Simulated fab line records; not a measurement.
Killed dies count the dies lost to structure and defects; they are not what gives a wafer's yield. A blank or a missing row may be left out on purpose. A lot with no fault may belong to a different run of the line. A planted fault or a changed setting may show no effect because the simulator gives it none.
A struck lot beside a sound one	flow nandHarc	29 out of 1302 route steps
Sound: these wafers, L522.1, L522.3, L522.5. Wafers L541.1, L541.2, L541.3 were the ones struck. The cause is named last.
For every step that has rows: the tool of each side, followed by ch and its chambers, followed by its first start. Under that, the readings that differ: sound wafers	struck wafers	difference of the means	sigmas: that difference in standard deviations of wafers without a fault.
alike: readings whose means differ by less than 2 such deviations, and words and numbers that are the same on both sides. not compared: withheld readings, readings that some wafer has no value for, bounds like >300 that may hide the same value, and numbers for which the record gives no deviation and whose values overlap.
The two part at a step that has a row with sigmas, a row that says differs or no value, or rows on one side only. When numbers do not overlap yet have no deviation, they are printed without sigmas and do not part them. A reading that every wafer of one side lacks parts them only if that side has two wafers or more.

NHARC_A_CHANNEL_HOLE_D2_OVL_MEAS_11:
  struck on overlay-02, day 22 13:25; sound on overlay-02, day 14 07:02
reading	sound	struck	difference	sigmas
overlayYNm (nm)	-1.1 -1.4 -1.2	0.6 0.8 0.2	+1.8	+2
  alike: overlayXNm
NHARC_A_CHANNEL_HOLE_D2_INSPECT_12:
  struck on defectInspect-02, day 22 13:27; sound on defectInspect-01, day 14 07:04
  alike: rawDefectCount
NHARC_A_CHANNEL_HOLE_D2_DESCUM_15: chemistry O2, time 3 s.
  sound on rieDiel-10 ch 0,1,3, day 14 07:07; struck on rieDiel-01 ch 1,2,3, day 22 13:31
  alike: drypumpMotorCurrentA, o2FlowSccm, oesProductAu, rfVppV, showerheadPlenumPTorr, throttleValvePct
  not compared: rfHoursCounterH
NHARC_A_CHANNEL_HOLE_D2_ETCH_38: etches the open film in CF4, target depth 39 nm, time 65 s.
  sound on rieDiel-10 ch 1,2,3, day 14 07:13; struck on rieDiel-01 ch 1,2,3, day 22 13:36
  alike: cf4FlowSccm, drypumpMotorCurrentA, oesProductAu, rfVppV, showerheadPlenumPTorr, throttleValvePct
  not compared: rfHoursCounterH
then, 3 steps without rows for these wafers: NHARC_A_CHANNEL_HOLE_D2_ETCH_39 (etches the open film in N2/H2, target depth 260 nm, time 325 s); NHARC_A_CHANNEL_HOLE_D2_ETCH_34 (etches the open film in CF4/CHF3, target depth 154 nm, time 77 s); NHARC_A_CHANNEL_HOLE_D2_ETCH_16 (etches the open film in O2/COS, target depth 3100 nm, time 806 s).
NHARC_A_CHANNEL_HOLE_D2_CD_MEAS_18:
  struck on cdSem-03, day 22 14:37; sound on cdSem-01, day 14 08:14
  alike: cdNm
then, 1 step without rows for these wafers: NHARC_A_CHANNEL_HOLE_D2_ETCH_19 (etches the open film in C4F8/O2/Ar, time 34.5 s).
NHARC_A_CHANNEL_HOLE_D2_ETCH_20: etches the open film in C4F8/O2/Ar, time 361.9 s, target depth 1600 nm.
  sound on harEtch-02 ch 0,1, day 14 08:28; struck on harEtch-01 ch 0,1, day 22 14:59
  alike: drypumpMotorCurrentA, o2FlowSccm, showerheadPlenumPTorr, throttleValvePct
  not compared: rfHoursCounterH
then, 2 steps without rows for these wafers: NHARC_A_CHANNEL_HOLE_D2_ETCH_21 (etches the open film in C4F8/O2/Ar, time 514.3 s, target depth 1600 nm); NHARC_A_CHANNEL_HOLE_D2_ETCH_22 (etches the open film in C4F8/O2/Ar, time 666.7 s, target depth 1600 nm).
NHARC_A_CHANNEL_HOLE_D2_ETCH_23: etches the open film in C4F8/O2/Ar, time 819 s, target depth 1600 nm.
  sound on harEtch-02 ch 0,1, day 14 09:51; struck on harEtch-01 ch 0,1, day 22 16:17
  alike: drypumpMotorCurrentA, o2FlowSccm, showerheadPlenumPTorr, throttleValvePct
  not compared: rfHoursCounterH
then, 3 steps without rows for these wafers: NHARC_A_CHANNEL_HOLE_D2_ETCH_24 (etches the open film in C4F8/O2/Ar, time 906.2 s, target depth 1500 nm); NHARC_A_CHANNEL_HOLE_D2_ETCH_25 (etches the open film in C4F8/O2/Ar, time 1040.2 s, target depth 1500 nm); NHARC_A_CHANNEL_HOLE_D2_ETCH_26 (etches the open film in C4F8/O2/Ar, time 224.1 s, target depth 300 nm).
NHARC_A_CHANNEL_HOLE_D2_ETCH_27: etches the open film in C4F8/O2/Ar, time 90 s, target depth 400 nm.
  sound on harEtch-02 ch 0,1, day 14 12:20; struck on harEtch-01 ch 0,1, day 22 18:50
  alike: drypumpMotorCurrentA, o2FlowSccm, showerheadPlenumPTorr, throttleValvePct
  not compared: rfHoursCounterH
then, 3 steps without rows for these wafers: NHARC_A_CHANNEL_HOLE_D2_STRIP_41 (strips in N2/H2); NHARC_A_CHANNEL_HOLE_D2_STRIP_42 (strips in CF4/CHF3); NHARC_A_CHANNEL_HOLE_D2_STRIP_43 (strips in O2/COS).
NHARC_A_CHANNEL_HOLE_D2_ETCH_44: etches the open film in CF4/O2, target depth 140 nm, overetch 14 nm, time 77 s.
  sound on rieDiel-13 ch 2,3, day 14 13:03; struck on rieDiel-01 ch 0,1,2, day 22 19:35
  alike: cf4FlowSccm, drypumpMotorCurrentA, o2FlowSccm, oes_o_777_au, oesProductAu, rfVppV, showerheadPlenumPTorr, throttleValvePct
  not compared: rfHoursCounterH
then, 3 steps without rows for these wafers: NHARC_A_CHANNEL_HOLE_D2_STRIP_28 (strips in O2); NHARC_A_CHANNEL_HOLE_D2_PRECLEAN_29 (cleans in SC1); NHARC_A_CHANNEL_HOLE_D2_SRD_30.
NHARC_A_CHANNEL_HOLE_D2_CD_MEAS_31:
  struck on cdSem-03, day 22 20:23; sound on cdSem-02, day 14 13:50
  alike: cdNm
after that, 1 step had no rows for these wafers: NHARC_A_CHANNEL_HOLE_D2_XSEM_32.
NHARC_A_CHANNEL_HOLE_D2_INSPECT_40:
  struck on defectInspect-01, day 22 20:34; sound on defectInspect-01, day 14 14:01
reading	sound	struck	difference	sigmas
rawDefectCount	393 336 314	530 532 538	+186	+3
then, 1 step without rows for these wafers: NHARC_A_CHANNEL_FILL_D2_PRECLEAN_00 (cleans in SC1).
-- the record jumps here: 11 days lie between the struck wafers' starts before and after (it left off in module A_CHANNEL_FILL_D2 and takes up again in module END, whose first step shown is number 1302 of the route) --
NHARC_END_SORT_01:
  only the struck wafers appear in the record here, on prober-01 ch 0 at day 33 17:20; the sound ones have no rows

== WHERE THEY PART ==
Last at NHARC_END_SORT_01 as far as this record goes, first at NHARC_A_CHANNEL_HOLE_D2_OVL_MEAS_11.

WHY: what the simulator had put in
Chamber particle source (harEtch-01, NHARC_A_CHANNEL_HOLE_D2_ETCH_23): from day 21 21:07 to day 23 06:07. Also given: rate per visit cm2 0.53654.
